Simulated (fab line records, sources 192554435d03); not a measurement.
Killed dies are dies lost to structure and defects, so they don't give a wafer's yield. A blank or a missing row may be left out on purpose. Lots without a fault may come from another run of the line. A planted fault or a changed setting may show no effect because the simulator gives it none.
Chamber matching | flow n5_finfet | N5_FIN_SAQP_HM_DEP_72 on pecvd-04: 3 sister chambers
The step deposits SiO2 from SiH4/N2O, target thk 12 nm, time 7.2 s. 3 wafers are shown with their chamber, then 7 later ones without.

WAFERS WITH THEIR CHAMBER
wafer  | chamber | showerhead_plenum_p_Torr (Torr)
L075.6 | 1       | 8.27
L084.2 | 2       | 8.03
L084.3 | 0       | 8.36

WAFERS WITHOUT THEIR CHAMBER
wafer  | showerhead_plenum_p_Torr (Torr)
L084.6 | 8.33
L090.2 | 8.25
L090.3 | 8.03
L090.5 | 8.37
L096.1 | 8.02
L096.2 | 8.27
L096.6 | 8.36

WHICH CHAMBER EACH WENT THROUGH
wafer  | from the rows above | in truth
L084.6 | 0                   | 0
L090.2 | 1                   | 1
L090.3 | 2                   | 2
L090.5 | 0                   | 0
L096.1 | 2                   | 2
L096.2 | 1                   | 1
L096.6 | 0                   | 0
Placed correctly: 7 of 7. Can't be placed from these rows: 0. Placed wrongly: 0.
How it was worked out, from the rows above alone: a wafer's distance from a chamber is the root of the sum, over the readings, of the square of ((its reading less the chamber's mean) divided by the reading's scatter). The wafer belongs to the nearest chamber; if the next one is less than 2 further off, it can't be placed. A chamber's mean is the mean of its shown wafers. The scatter: with one shown wafer a chamber, the root of the mean of the squares of how far each hidden wafer lies from its nearest shown one.
